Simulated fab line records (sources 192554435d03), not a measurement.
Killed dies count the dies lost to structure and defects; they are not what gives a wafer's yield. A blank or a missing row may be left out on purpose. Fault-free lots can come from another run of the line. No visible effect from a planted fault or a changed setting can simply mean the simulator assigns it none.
Matching of chambers ; flow n5_finfet ; 4 sister chambers for N5_BEOL_M5_CMP_52 on cmp-04
The step polishes, stops on SiCOH lowk, t overpolish 6.9 s, target thk 62 nm. 4 wafers are shown with their chamber, then 8 later ones without.

WAFERS WITH THEIR CHAMBER
wafer;chamber;time_to_endpoint_s (s)
L089.1;2;61.4
L089.3;0;65.9
L089.6;3;62.0
L092.2;1;63.8

WAFERS MISSING THEIR CHAMBER
wafer;time_to_endpoint_s (s)
L092.3;62.3
L092.6;61.9
L095.1;60.9
L095.4;61.8
L095.6;60.6
L096.1;57.7
L096.3;61.9
L096.4;60.9

CHAMBER TAKEN BY EACH
wafer;from the rows above;in truth
L092.3;can't be placed: 3 or 2 or 1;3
L092.6;can't be placed: 3 or 2 or 1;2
L095.1;can't be placed: 2 or 3 or 1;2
L095.4;can't be placed: 3 or 2 or 1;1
L095.6;can't be placed: 2 or 3 or 1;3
L096.1;can't be placed: 2 or 3 or 1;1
L096.3;can't be placed: 3 or 2 or 1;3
L096.4;can't be placed: 2 or 3 or 1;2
Correctly placed: 0 of 8. Cannot be placed on the basis of these rows: 8; the candidates contain the true chamber in 8. Wrongly placed: 0.
How it was worked out, from the rows above alone: a wafer's distance from a chamber is the root of the sum, over the readings, of the square of ((its reading less the chamber's mean) divided by the reading's scatter). If the next closest chamber is less than 2 further off than the closest, the wafer can't be placed; otherwise it belongs to the closest. The mean given for a chamber averages the wafers shown for that chamber. The scatter (one wafer shown for each chamber): square how far every hidden wafer sits from the nearest shown wafer, average those squares and take the square root.
